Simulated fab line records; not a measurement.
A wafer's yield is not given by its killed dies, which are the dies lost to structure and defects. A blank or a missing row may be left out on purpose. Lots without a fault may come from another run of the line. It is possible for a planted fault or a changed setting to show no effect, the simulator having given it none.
Split-lot experiment ; flow n5-finfet ; 21 wafers read from 7 lots, route of 1938 steps

## ABOUT THE SPLIT
At N5_BEOL_M4_DESCUM_33 (chemistry O2, time 7 s), the setting time-s was moved away from the recipe's 7 s on 6 of the 21 wafers read, by -20.7% to +22.3%. For the rest of the wafers, this setting stayed at what the recipe calls for.

## FROM THE SPLIT TO THE READING: what the file shows between them, 3 steps
- N5_BEOL_M4_ETCH_77: etches underlayer in N2/H2, target depth 6.5 nm, time 5.2 s
- N5_BEOL_M4_ETCH_69: etches SiARC in CF4, target depth 15.6 nm, time 26 s
- N5_BEOL_M4_ALD_98: deposits SiO2, target thk 2.5 nm, pulse time 1 s, co reactant pulse time 1 s

## THE READING
CAR-EUV_of_BEOL_M4_COAT_22.thk-nm (the simulator's own value, which no gauge read), in nm, at N5_BEOL_M4_ETCHBACK_99 (etches SiO2 in CHF3, target depth 5 nm, time 10.4 s). The file does not state a usual value for it. Here, 15 wafers ran the recipe; their average is 10.5 nm with a standard deviation of 0.11 nm.

wafer;tool, chamber at the split;time-s as run, s;against the recipe;CAR-EUV_of_BEOL_M4_COAT_22.thk-nm, nm;against lot-mates on the recipe
L079.1;rie-diel-06, 0,3,0;7;recipe;10.6;-
L079.5;rie-diel-06, 0,3,0;7;recipe;10.6;-
L079.2;rie-diel-06, 0,3,0;7;recipe;10.4;-
L088.2;rie-diel-02, 3;7;recipe;10.4;-
L088.4;rie-diel-02, 1;7;recipe;10.4;-
L088.6;rie-diel-02, 3;8.563;+22.3%;9.6;-0.8
L094.1;rie-diel-06, 3;7;recipe;10.4;-
L094.4;rie-diel-06, 2;7;recipe;10.4;-
L094.6;rie-diel-06, 1;5.579;-20.3%;11.2;+0.8
L090.1;rie-diel-02, 1;7;recipe;10.4;-
L090.3;rie-diel-02, 0;5.55;-20.7%;11.2;+0.7
L090.5;rie-diel-02, 0;7;recipe;10.6;-
L096.1;rie-diel-06, 2;7;recipe;10.6;-
L096.6;rie-diel-06, 2;7;recipe;10.6;-
L096.3;rie-diel-06, 3;7.946;+13.5%;10;-0.6
L092.1;rie-diel-06, 3,2;6.239;-10.9%;11;+0.6
L092.2;rie-diel-06, 1;7;recipe;10.4;-
L092.3;rie-diel-06, 3,2;6.239;-10.9%;10.8;+0.4
L095.1;rie-diel-05, 2,3;7;recipe;10.4;-
L095.6;rie-diel-05, 2,3;7;recipe;10.4;-
L095.2;rie-diel-05, 3;7;recipe;10.2;-
If several chambers appear in one row, that row covers several wafers at once and the file leaves open which wafer was in which chamber.

THE FIT
A straight line over all 21 wafers: CAR-EUV_of_BEOL_M4_COAT_22.thk-nm changes by -0.0372 nm for each +1% of time-s; r = -0.96; the points scatter about the line by 0.11 nm.
The same after taking each lot's own level away (the mean of its wafers on the recipe; 21 wafers): -0.0384 nm for each +1%; r = -0.98; scatter 0.081 nm.
Per that fit: largest time-s move, reading shift of 0.86 nm.
From 10.33 to 10.60 nm: that is the span of the lots' own levels, equal to 2.3 times the standard deviation above.
The two slopes are in agreement: the lot-to-lot level therefore moves the slope only a little.
Check: -0.885 nm against its lot-mates is what the line predicts for one of the wafers moved furthest among these (+22.3%) when that wafer is left out of the fit. It came out at -0.8 nm against them.

## THE WHOLE CHAIN: every reading that the file lists as answering this split, in the file's order
step;what it does;reading;change (the file's fit);r (the file's)
N5_BEOL_M4_DESCUM_33;chemistry O2, time 7 s;CAR-EUV_of_BEOL_M4_COAT_22.thk-nm (the simulator's own value, which no gauge read);-0.0387 nm for each +1% of the setting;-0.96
N5_BEOL_M4_ETCH_77;etches underlayer in N2/H2, target depth 6.5 nm, time 5.2 s;CAR-EUV_of_BEOL_M4_COAT_22.thk-nm (the simulator's own value, which no gauge read);-0.0396 nm for each +1% of the setting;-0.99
N5_BEOL_M4_ETCH_69;etches SiARC in CF4, target depth 15.6 nm, time 26 s;CAR-EUV_of_BEOL_M4_COAT_22.thk-nm (the simulator's own value, which no gauge read);-0.0416 nm for each +1% of the setting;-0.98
N5_BEOL_M4_ETCHBACK_99;etches SiO2 in CHF3, target depth 5 nm, time 10.4 s;CAR-EUV_of_BEOL_M4_COAT_22.thk-nm (the simulator's own value, which no gauge read);-0.0379 nm for each +1% of the setting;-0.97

## THE FILE'S OWN FIT
CAR-EUV_of_BEOL_M4_COAT_22.thk-nm changes by -0.0379 nm for each +1% of time-s, r = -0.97.
